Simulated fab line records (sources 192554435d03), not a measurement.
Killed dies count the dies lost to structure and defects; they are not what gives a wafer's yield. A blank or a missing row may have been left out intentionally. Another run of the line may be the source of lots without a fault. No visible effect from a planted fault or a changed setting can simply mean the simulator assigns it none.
fab line records	flow n5-finfet	part 1 of 2: steps 1 to 26 of 35
[record] lots = 5	wafers = 15	last-day = 16
route steps=1938 shown BEOL_M5@1164 BEOL_M6@1194
lots with no fault: from the same line, run without faults
start-h: hours from the record's first day to the start of the lot's first wafer shown	wait-h: hours since the lot's step before	" as in the row above	L1.1+2: several wafers, shown together as one row	- no value, or no start was given	* or withheld: withheld	< > ~ a bound
route shown NAME@n: names a module that has steps shown in the file, with the first one's number in the route	usual: mean and standard deviation over wafers with no fault	same: alike in all rows	chamber/n: place in a boat	sites: the reading at each site	_std_site: the values' standard deviation	_edge_site: the outer-site mean with the inner-site mean subtracted	radius-mm: how far each site lies from the wafer's centre	mask NAME#n: copy n	behind: the most recent tool/chamber to have shaped the wafer	hold: what put the lot on hold/how long, in hours/how the hold closed	device: transistor that didn't switch, given as n, p or np	end of line: the tests these same wafers got at the end of their route	a step without rows: its recipe alone	killed: not the wafer's yield, but the dies lost to structure and defects at the first sort	map: a wafer's dies, x killed, . not, _ none there
set.NAME: the setting as run; set.NAME@STEP: as run at that earlier step	model.NAME: the simulator's own value behind a step, which no gauge read
lots seen at some steps along the route; tables by step, rows by wafer
services: from which hour (start-h, from the record's first day; less than 0 if before it) a tool's chamber was out of use, for how many hours, and why
[[steps]]
[step N5_BEOL_M5_HM_STRIP_39]
[recipe] chemistry = peroxide-tin-strip	material = TiN	target-depth-a = 250	temp-c = 50	time-s = 158
[usual] bath-heat-duty-pct = 6.8/0.86
lot.wafer	tool	chamber	start-h	wait-h	bath-heat-duty-pct
L086.1	wet-bench-04	0	232.73	0.0	6.3
L086.5	"	4	"	"	7.8
L086.6	"	3	"	"	6.2
L085.2	wet-bench-04	0	250.63	0.0	7.7
L085.3	"	5	"	"	7.5
L085.6	"	1	"	"	8.6
L091.2	wet-bench-01	0	277.06	0.0	6.7
L091.3	"	3	"	"	6.0
L091.6	"	2	"	"	8.1
L094.1	wet-bench-01	5	290.23	0.0	7.0
L094.2	"	4	"	"	7.0
L094.3	"	2	"	"	6.8
L095.1	wet-bench-01	7	296.91	0.0	5.4
L095.4	"	6	"	"	6.7
L095.6	"	3	"	"	6.6
[step N5_BEOL_M5_SRD_40]
[recipe] time-s = 30	temp-c = 23	rinse-liquid = diw	dry = ipa-marangoni
[usual] bath-heat-duty-pct = 3.5/0.54
lot.wafer	tool	chamber	start-h	wait-h	bath-heat-duty-pct
L086.1	wet-bench-04	0	232.78	0.0	3.7
L086.5	"	4	"	"	3.3
L086.6	"	3	"	"	3.2
L085.2	wet-bench-04	0	250.68	0.0	3.6
L085.3	"	5	"	"	4.0
L085.6	"	1	"	"	4.4
L091.2	wet-bench-01	0	277.10	0.0	3.2
L091.3	"	3	"	"	3.2
L091.6	"	2	"	"	4.4
L094.1	wet-bench-01	5	290.28	0.0	2.8
L094.2	"	4	"	"	4.0
L094.3	"	2	"	"	4.5
L095.1	wet-bench-01	7	296.96	0.0	2.8
L095.4	"	6	"	"	4.3
L095.6	"	3	"	"	3.7
[step N5_BEOL_M5_PRECLEAN_42]
[recipe] chemistry = residue-remover	time-s = 60	temp-c = 40
[usual] bath-heat-duty-pct = 4.4/0.65
lot.wafer	tool	chamber	start-h	wait-h	bath-heat-duty-pct
L086.1	wet-bench-04	0	232.80	0.0	5.2
L086.5	"	4	"	"	4.5
L086.6	"	3	"	"	4.3
L085.2	wet-bench-04	0	250.69	0.0	4.7
L085.3	"	5	"	"	4.5
L085.6	"	1	"	"	5.3
L091.2	wet-bench-01	0	277.12	0.0	4.6
L091.3	"	3	"	"	4.0
L091.6	"	2	"	"	5.0
L094.1	wet-bench-01	5	290.30	0.0	4.4
L094.2	"	4	"	"	4.8
L094.3	"	2	"	"	4.7
L095.1	wet-bench-01	7	296.98	0.0	4.4
L095.4	"	6	"	"	4.8
L095.6	"	3	"	"	4.6
[step N5_BEOL_M5_SRD_43]
[recipe] time-s = 30	temp-c = 23	rinse-liquid = diw	dry = ipa-marangoni
[usual] bath-heat-duty-pct = 3.6/0.53
lot.wafer	tool	chamber	start-h	wait-h	bath-heat-duty-pct
L086.1	wet-bench-04	0	232.81	0.0	3.4
L086.5	"	4	"	"	3.6
L086.6	"	3	"	"	3.0
L085.2	wet-bench-04	0	250.71	0.0	3.5
L085.3	"	5	"	"	2.8
L085.6	"	1	"	"	3.8
L091.2	wet-bench-01	0	277.14	0.0	3.8
L091.3	"	3	"	"	3.5
L091.6	"	2	"	"	4.2
L094.1	wet-bench-01	5	290.31	0.0	3.1
L094.2	"	4	"	"	3.1
L094.3	"	2	"	"	4.5
L095.1	wet-bench-01	7	296.99	0.0	2.2
L095.4	"	6	"	"	4.1
L095.6	"	3	"	"	3.2
[step N5_BEOL_M5_CD_MEAS_35]
[recipe] target-cd-nm = 28	target-cd-y-nm = 24	polarity = opening
[usual] cd-nm = 27.9/0.43
lot.wafer	tool	chamber	start-h	wait-h	cd-nm
L086.1	cd-sem-03	-	232.85	0.0	27.3
L086.5	"	-	"	"	27.8
L086.6	"	-	"	"	27.0
L085.2	cd-sem-01	-	250.76	0.0	28.4
L085.3	"	-	"	"	28.7
L085.6	"	-	"	"	28.3
L091.2	cd-sem-02	-	277.18	0.0	27.8
L091.3	"	-	"	"	28.5
L091.6	"	-	"	"	27.5
L094.1	cd-sem-02	-	290.35	0.0	26.7
L094.2	"	-	"	"	27.9
L094.3	"	-	"	"	27.3
L095.1	cd-sem-03	-	297.03	0.0	27.4
L095.4	"	-	"	"	28.4
L095.6	"	-	"	"	27.6
[step N5_BEOL_M5_CURE_80]
[recipe] temp-c = 370	time-s = 120	ambient = DMADMS/He	material = SiCOH_lowk
[usual] lamp-power-pct = 52.32/0.046	wafer_temp_C_max = 372.0/0.69
lot.wafer	tool	chamber	start-h	wait-h	lamp-power-pct	wafer_temp_C_max
L086.1	uv-cure-03	2	232.90	0.0	52.31	371.9
L086.5	"	2	"	"	52.31	371.7
L086.6	"	2	"	"	52.31	371.6
L085.2	uv-cure-03	1	250.89	0.1	52.29	371.3
L085.3	"	1	"	"	52.33	370.9
L085.6	"	1	"	"	52.27	371.3
L091.2	uv-cure-02	1	277.27	0.1	52.32	372.4
L091.3	"	1	"	"	52.30	372.3
L091.6	"	1	"	"	52.28	372.3
L094.1	uv-cure-02	1	290.40	0.0	52.32	372.4
L094.2	"	1	"	"	52.28	372.7
L094.3	"	1	"	"	52.33	372.1
L095.1	uv-cure-01	0	297.31	0.3	52.32	372.3
L095.4	"	0	"	"	52.35	372.0
L095.6	"	0	"	"	52.43	372.5
[step N5_BEOL_M5_DEGAS_44]
[recipe] ambient = vacuum	temp-c = 250	time-s = 60
[usual] heater-power-w = 322/33
lot.wafer	tool	chamber	start-h	wait-h	heater-power-w
L086.1	pvd-sputter-03	-	233.59	0.6	353
L086.5	"	-	"	"	357
L086.6	"	-	"	"	330
L085.2	pvd-sputter-01	-	251.17	0.2	378
L085.3	"	-	"	"	364
L085.6	"	-	"	"	303
L091.2	pvd-sputter-02	-	277.55	0.2	330
L091.3	"	-	"	"	337
L091.6	"	-	"	"	331
L094.1	pvd-sputter-01	-	290.79	0.3	299
L094.2	"	-	"	"	360
L094.3	"	-	"	"	373
L095.1	pvd-sputter-02	-	297.63	0.3	363
L095.4	"	-	"	"	322
L095.6	"	-	"	"	333
[step N5_BEOL_M5_PRE_CLEAN_45]
[recipe] gas = H2/He	time-s = 30	temp-c = 250
[usual] heater-power-w = 323/32
lot.wafer	tool	chamber	start-h	wait-h	heater-power-w
L086.1	pvd-sputter-03	-	233.63	0.0	359
L086.5	"	-	"	"	348
L086.6	"	-	"	"	321
L085.2	pvd-sputter-01	-	251.21	0.0	369
L085.3	"	-	"	"	365
L085.6	"	-	"	"	299
L091.2	pvd-sputter-02	-	277.59	0.0	339
L091.3	"	-	"	"	357
L091.6	"	-	"	"	334
L094.1	pvd-sputter-01	-	290.83	0.0	312
L094.2	"	-	"	"	363
L094.3	"	-	"	"	372
L095.1	pvd-sputter-02	-	297.67	0.0	360
L095.4	"	-	"	"	322
L095.6	"	-	"	"	324
[step N5_BEOL_M5_ALD_86]
[recipe] material = TaN	target-thk-a = *	temp-c = 275	ald-precursor-family = PDMAT	ald-co-reactant = NH3	pressure-torr = 3	carrier-flow-sccm = 1500	pulse-time-s = 2	purge-time-s = 3	co-reactant-purge-time-s = 2	co-reactant-pulse-time-s = 3	ald-cycles = 30	precursor-vessel-temp-c = 75	precursor-vessel-pressure-torr = 26.25	precursor-vessel-carrier-sccm = 1000
[usual] heater-power-w = 400/33
lot.wafer	tool	chamber	start-h	wait-h	heater-power-w
L086.1	ald-metal-02	3	233.70	0.0	377
L086.5	"	0	"	"	390
L086.6	"	3	"	"	358
L085.2	ald-metal-04	3	251.27	0.0	376
L085.3	"	1	"	"	421
L085.6	"	0	"	"	447
L091.2	ald-metal-02	3	277.65	0.0	368
L091.3	"	2	"	"	378
L091.6	"	0	"	"	402
L094.1	ald-metal-03	2	290.89	0.0	403
L094.2	"	0	"	"	378
L094.3	"	3	"	"	361
L095.1	ald-metal-02	3	297.81	0.1	371
L095.4	"	0	"	"	385
L095.6	"	3	"	"	361
[step N5_BEOL_M5_SURFACE_TREAT_87]
[recipe] gas = Ar	time-s = *	ion-energy-ev = *	ion-current-ma-cm2 = 0.5	pressure-mtorr = *	ar-flow-sccm = 30
[usual] throttle-valve-pct = *
lot.wafer	tool	chamber	start-h	wait-h	throttle-valve-pct
L086.1	pvd-sputter-03	-	233.95	0.2	*
L086.5	"	-	"	"	*
L086.6	"	-	"	"	*
L085.2	pvd-sputter-01	-	251.50	0.1	*
L085.3	"	-	"	"	*
L085.6	"	-	"	"	*
L091.2	pvd-sputter-01	-	277.93	0.2	*
L091.3	"	-	"	"	*
L091.6	"	-	"	"	*
L094.1	pvd-sputter-02	-	291.33	0.3	*
L094.2	"	-	"	"	*
L094.3	"	-	"	"	*
L095.1	pvd-sputter-03	-	298.81	0.9	*
L095.4	"	-	"	"	*
L095.6	"	-	"	"	*
[step N5_BEOL_M5_CVD_47]
[recipe] material = Co	target-thk-a = 30	temp-c = withheld	precursor = CCTBA/H2	pressure-torr = 30	time-s = 216
lot.wafer	tool	chamber	start-h	wait-h
L086.1+5+6	cvd-co-02	1,2,1	234.02	0.0
L085.2+3+6	cvd-co-01	2,0,1	251.56	0.0
L091.2+3+6	cvd-co-02	0,1,0	278.01	0.1
L094.1+2+3	cvd-co-01	0,2,1	291.49	0.1
L095.1+4+6	cvd-co-02	1,1,2	298.89	0.1
[step N5_BEOL_M5_SPUTTER_48]
[recipe] material = Cu	target-thk-a = 150	temp-c = -20	chamber-pressure-pa = 0.07	power-w = withheld	time-s = 27.62
[usual] throttle-valve-pct = 29.9/0.99
lot.wafer	tool	chamber	start-h	wait-h	throttle-valve-pct
L086.1	pvd-sputter-01	-	234.18	0.1	29.9
L086.5	"	-	"	"	30.9
L086.6	"	-	"	"	30.6
L085.2	pvd-sputter-01	-	251.72	0.1	30.1
L085.3	"	-	"	"	27.9
L085.6	"	-	"	"	30.5
L091.2	pvd-sputter-02	-	278.29	0.2	31.6
L091.3	"	-	"	"	28.9
L091.6	"	-	"	"	28.5
L094.1	pvd-sputter-01	-	291.65	0.1	29.9
L094.2	"	-	"	"	30.9
L094.3	"	-	"	"	30.7
L095.1	pvd-sputter-03	-	299.09	0.1	29.4
L095.4	"	-	"	"	30.0
L095.6	"	-	"	"	29.9
[step N5_BEOL_M5_ANNEAL_49]
[recipe] temp-c = 400	time-s = 1800	ambient = vacuum
[usual] heater-power-w = 815/78
lot.wafer	tool	chamber	start-h	wait-h	heater-power-w
L086.1	pvd-sputter-01	-	234.26	0.0	931
L086.5	"	-	"	"	892
L086.6	"	-	"	"	756
L085.2	pvd-sputter-01	-	251.80	0.0	941
L085.3	"	-	"	"	742
L085.6	"	-	"	"	762
L091.2	pvd-sputter-02	-	278.37	0.0	827
L091.3	"	-	"	"	794
L091.6	"	-	"	"	778
L094.1	pvd-sputter-01	-	291.73	0.0	927
L094.2	"	-	"	"	897
L094.3	"	-	"	"	760
L095.1	pvd-sputter-03	-	299.17	0.0	905
L095.4	"	-	"	"	833
L095.6	"	-	"	"	820
[step N5_BEOL_M5_SPUTTER_81]
[recipe] material = Cu	target-thk-a = 150	temp-c = -20	chamber-pressure-pa = 0.07	power-w = withheld	time-s = 27.62
[usual] throttle-valve-pct = 29.8/0.99
lot.wafer	tool	chamber	start-h	wait-h	throttle-valve-pct
L086.1	pvd-sputter-01	-	235.26	0.5	29.7
L086.5	"	-	"	"	31.1
L086.6	"	-	"	"	30.5
L085.2	pvd-sputter-01	-	252.81	0.5	29.6
L085.3	"	-	"	"	28.2
L085.6	"	-	"	"	30.3
L091.2	pvd-sputter-02	-	279.37	0.5	31.5
L091.3	"	-	"	"	28.9
L091.6	"	-	"	"	28.9
L094.1	pvd-sputter-01	-	292.73	0.5	30.1
L094.2	"	-	"	"	30.8
L094.3	"	-	"	"	30.8
L095.1	pvd-sputter-03	-	300.18	0.5	29.1
L095.4	"	-	"	"	30.2
L095.6	"	-	"	"	30.0
[step N5_BEOL_M5_ANNEAL_82]
[recipe] temp-c = 400	time-s = 1800	ambient = vacuum
[usual] heater-power-w = 815/78
lot.wafer	tool	chamber	start-h	wait-h	heater-power-w
L086.1	pvd-sputter-01	-	235.34	0.0	935
L086.5	"	-	"	"	908
L086.6	"	-	"	"	752
L085.2	pvd-sputter-01	-	252.89	0.0	934
L085.3	"	-	"	"	778
L085.6	"	-	"	"	757
L091.2	pvd-sputter-02	-	279.45	0.0	855
L091.3	"	-	"	"	791
L091.6	"	-	"	"	840
L094.1	pvd-sputter-01	-	292.81	0.0	941
L094.2	"	-	"	"	886
L094.3	"	-	"	"	790
L095.1	pvd-sputter-03	-	300.26	0.0	876
L095.4	"	-	"	"	794
L095.6	"	-	"	"	814
[step N5_BEOL_M5_SPUTTER_83]
[recipe] material = Cu	target-thk-a = 150	temp-c = -20	chamber-pressure-pa = 0.07	power-w = withheld	time-s = 27.62
[usual] throttle-valve-pct = 29.8/0.99
lot.wafer	tool	chamber	start-h	wait-h	throttle-valve-pct
L086.1	pvd-sputter-01	-	236.35	0.5	30.0
L086.5	"	-	"	"	31.0
L086.6	"	-	"	"	30.6
L085.2	pvd-sputter-01	-	253.89	0.5	29.7
L085.3	"	-	"	"	28.0
L085.6	"	-	"	"	30.7
L091.2	pvd-sputter-02	-	280.46	0.5	31.2
L091.3	"	-	"	"	28.9
L091.6	"	-	"	"	28.8
L094.1	pvd-sputter-01	-	293.82	0.5	29.8
L094.2	"	-	"	"	30.7
L094.3	"	-	"	"	30.5
L095.1	pvd-sputter-03	-	301.27	0.5	28.9
L095.4	"	-	"	"	30.1
L095.6	"	-	"	"	29.8
[step N5_BEOL_M5_ANNEAL_84]
[recipe] temp-c = 400	time-s = 1800	ambient = vacuum
[usual] heater-power-w = 815/79
lot.wafer	tool	chamber	start-h	wait-h	heater-power-w
L086.1	pvd-sputter-01	-	236.43	0.0	925
L086.5	"	-	"	"	902
L086.6	"	-	"	"	758
L085.2	pvd-sputter-01	-	253.97	0.0	938
L085.3	"	-	"	"	776
L085.6	"	-	"	"	772
L091.2	pvd-sputter-02	-	280.54	0.0	821
L091.3	"	-	"	"	826
L091.6	"	-	"	"	815
L094.1	pvd-sputter-01	-	293.90	0.0	910
L094.2	"	-	"	"	915
L094.3	"	-	"	"	759
L095.1	pvd-sputter-03	-	301.35	0.0	883
L095.4	"	-	"	"	819
L095.6	"	-	"	"	797
[step N5_BEOL_M5_SPUTTER_88]
[recipe] material = Cu	target-thk-a = 150	temp-c = -20	chamber-pressure-pa = 0.07	power-w = withheld	time-s = 27.62
[usual] throttle-valve-pct = 29.8/1
lot.wafer	tool	chamber	start-h	wait-h	throttle-valve-pct
L086.1	pvd-sputter-01	-	237.44	0.5	29.7
L086.5	"	-	"	"	31.0
L086.6	"	-	"	"	30.7
L085.2	pvd-sputter-01	-	254.98	0.5	29.5
L085.3	"	-	"	"	28.0
L085.6	"	-	"	"	30.5
L091.2	pvd-sputter-02	-	281.55	0.5	31.4
L091.3	"	-	"	"	28.7
L091.6	"	-	"	"	28.6
L094.1	pvd-sputter-01	-	294.91	0.5	29.8
L094.2	"	-	"	"	30.7
L094.3	"	-	"	"	30.7
L095.1	pvd-sputter-03	-	302.35	0.5	29.3
L095.4	"	-	"	"	30.2
L095.6	"	-	"	"	30.0
[step N5_BEOL_M5_ANNEAL_89]
[recipe] temp-c = 400	time-s = 1800	ambient = vacuum
[usual] heater-power-w = 817/79
lot.wafer	tool	chamber	start-h	wait-h	heater-power-w
L086.1	pvd-sputter-01	-	237.52	0.0	930
L086.5	"	-	"	"	890
L086.6	"	-	"	"	751
L085.2	pvd-sputter-01	-	255.06	0.0	911
L085.3	"	-	"	"	777
L085.6	"	-	"	"	770
L091.2	pvd-sputter-02	-	281.63	0.0	843
L091.3	"	-	"	"	828
L091.6	"	-	"	"	837
L094.1	pvd-sputter-01	-	294.99	0.0	947
L094.2	"	-	"	"	898
L094.3	"	-	"	"	757
L095.1	pvd-sputter-03	-	302.43	0.0	890
L095.4	"	-	"	"	799
L095.6	"	-	"	"	838
[step N5_BEOL_M5_SPUTTER_90]
[recipe] material = Cu	target-thk-a = 45	temp-c = -20	chamber-pressure-pa = 0.07	power-w = withheld	time-s = 8.29
[usual] throttle-valve-pct = 29.8/0.99
lot.wafer	tool	chamber	start-h	wait-h	throttle-valve-pct
L086.1	pvd-sputter-01	-	238.52	0.5	30.0
L086.5	"	-	"	"	30.7
L086.6	"	-	"	"	30.5
L085.2	pvd-sputter-01	-	256.07	0.5	29.9
L085.3	"	-	"	"	28.2
L085.6	"	-	"	"	30.8
L091.2	pvd-sputter-02	-	282.63	0.5	31.4
L091.3	"	-	"	"	28.8
L091.6	"	-	"	"	29.0
L094.1	pvd-sputter-01	-	295.99	0.5	29.8
L094.2	"	-	"	"	30.8
L094.3	"	-	"	"	30.9
L095.1	pvd-sputter-03	-	303.44	0.5	29.4
L095.4	"	-	"	"	30.0
L095.6	"	-	"	"	30.1
[step N5_BEOL_M5_ECD_50]
[recipe] material = Cu	target-thk-a = 3000
lot.wafer	tool	chamber	start-h	wait-h
L086.1+5+6	ecd-cu-01	1,1,0	238.64	0.1
L085.2+3+6	ecd-cu-02	1,0,0	256.18	0.1
L091.2+3+6	ecd-cu-01	1,1,0	282.75	0.1
L094.1+2+3	ecd-cu-01	1,0,0	296.11	0.1
L095.1+4+6	ecd-cu-01	0,1,1	303.56	0.1
[step N5_BEOL_M5_ANNEAL_51]
[recipe] temp-c = 225	time-s = 90	ambient = N2
[usual] wafer_temp_C_max = 226.4/0.51
lot.wafer	tool	chamber	start-h	wait-h	wafer_temp_C_max
L086.1	rtp-anneal-02	0	238.85	0.2	225.7
L086.5	"	0	"	"	225.5
L086.6	"	0	"	"	225.5
L085.2	rtp-anneal-01	0	256.31	0.1	226.9
L085.3	"	0	"	"	227.0
L085.6	"	0	"	"	226.8
L091.2	rtp-anneal-01	0	282.88	0.1	226.3
L091.3	"	0	"	"	227.0
L091.6	"	0	"	"	226.7
L094.1	rtp-anneal-01	0	296.20	0.1	226.3
L094.2	"	0	"	"	226.5
L094.3	"	0	"	"	226.6
L095.1	rtp-anneal-01	0	303.66	0.1	226.7
L095.4	"	0	"	"	227.0
L095.6	"	0	"	"	227.2
[step N5_BEOL_M5_CMP_52]
[recipe] stop-on = SiCOH_lowk	t-overpolish-s = 6.9	down-force-psi = 1	platen-rpm = 50	clearing-platen-down-force-psi = 1.5	clearing-platen-rpm = 50	post-cmp-clean = cu-alkaline	target-thk-nm = 62	clearing-platen-pad-velocity-m-s = 0.99484	pad-velocity-m-s = 0.99484
[usual] barrier-field-endpoint-s = 24.7/0.65	motor-current-A = 6.1/0.41	overpolish-run-s = 6.901/0.0093	time-to-endpoint-s = 63/3.5
lot.wafer	tool	chamber	start-h	wait-h	barrier-field-endpoint-s	motor-current-A	overpolish-run-s	time-to-endpoint-s
L086.1	cmp-04	2	239.26	0.4	24.8	5.9	6.899	59
L086.6	"	3	"	"	25.1	5.3	6.904	60
L086.5	"	0	"	"	25.1	6.4	6.888	64
L085.2	cmp-04	3	256.57	0.2	23.7	5.3	6.897	60
L085.3	"	2	"	"	24.3	5.8	6.896	61
L085.6	"	0	"	"	24.9	6.4	6.909	62
L091.2	cmp-02	2	283.17	0.2	24.8	6.0	6.908	66
L091.3	"	3	"	"	23.7	5.7	6.897	61
L091.6	"	1	"	"	25.6	6.3	6.920	69
L094.1	cmp-02	3	296.49	0.3	24.3	5.9	6.903	62
L094.3	"	0	"	"	24.2	6.2	6.896	62
L094.2	"	1	"	"	24.4	6.9	6.900	63
L095.4	cmp-02	2	303.96	0.1	25.0	6.7	6.892	67
L095.1	"	3	"	"	25.3	5.8	6.883	64
L095.6	"	2	"	"	25.2	6.5	6.892	65
[step N5_BEOL_M5_THK_MEAS_53]
[recipe] thk-meas-gauge = xrf	reads = Cu_of_BEOL_M5_ECD_50
[usual] M5_THK = 62.8/1.9
lot.wafer	tool	chamber	start-h	wait-h	M5_THK[nm]
L086.1	film-metro-02	-	239.44	-	60.7
L086.5	"	-	"	"	61.2
L086.6	"	-	"	"	62.8
L085.2	film-metro-02	-	256.86	-	64.1
L085.3	"	-	"	"	60.1
L085.6	"	-	"	"	60.6
L091.2	film-metro-01	-	283.43	-	61.4
L091.3	"	-	"	"	60.2
L091.6	"	-	"	"	62.4
L094.1	film-metro-02	-	296.79	-	61.2
L094.2	"	-	"	"	63.3
L094.3	"	-	"	"	62.9
L095.1	film-metro-01	-	304.25	-	62.6
L095.4	"	-	"	"	63.8
L095.6	"	-	"	"	64.1
[step N5_BEOL_M5_PRE_CLEAN_77]
[recipe] gas = NH3/H2	time-s = 15	temp-c = *	rf-power-w = 300
[usual] heater-power-w = 89/11
lot.wafer	tool	chamber	start-h	wait-h	heater-power-w
L086.1	cvd-co-01	2	239.48	0.0	86
L086.5	"	1	"	"	70
L086.6	"	0	"	"	73
L085.2	cvd-co-02	1	256.90	0.0	101
L085.3	"	0	"	"	99
L085.6	"	2	"	"	88
L091.2	cvd-co-01	0	283.49	0.1	72
L091.3	"	1	"	"	67
L091.6	"	2	"	"	88
L094.1	cvd-co-01	1	296.87	0.1	68
L094.2	"	2	"	"	87
L094.3	"	0	"	"	72
L095.1	cvd-co-01	0	304.29	0.0	71
L095.4	"	1	"	"	68
L095.6	"	2	"	"	88
[step N5_BEOL_M5_CO_CAP_78]
[recipe] material = Co	target-thk-a = 20	temp-c = 200	precursor = CCTBA/H2	pressure-torr = 30	time-s = 102.1
[usual] heater-power-w = 241/14
lot.wafer	tool	chamber	start-h	wait-h	heater-power-w
L086.1	cvd-co-01	2	239.52	0.0	237
L086.5	"	1	"	"	215
L086.6	"	0	"	"	217
L085.2	cvd-co-02	1	256.94	0.0	257
L085.3	"	0	"	"	253
L085.6	"	2	"	"	250
L091.2	cvd-co-01	0	283.53	0.0	218
L091.3	"	1	"	"	213
L091.6	"	2	"	"	243
L094.1	cvd-co-01	1	296.91	0.0	218
L094.2	"	2	"	"	240
L094.3	"	0	"	"	218
L095.1	cvd-co-01	0	304.33	0.0	221
L095.4	"	1	"	"	211
L095.6	"	2	"	"	234
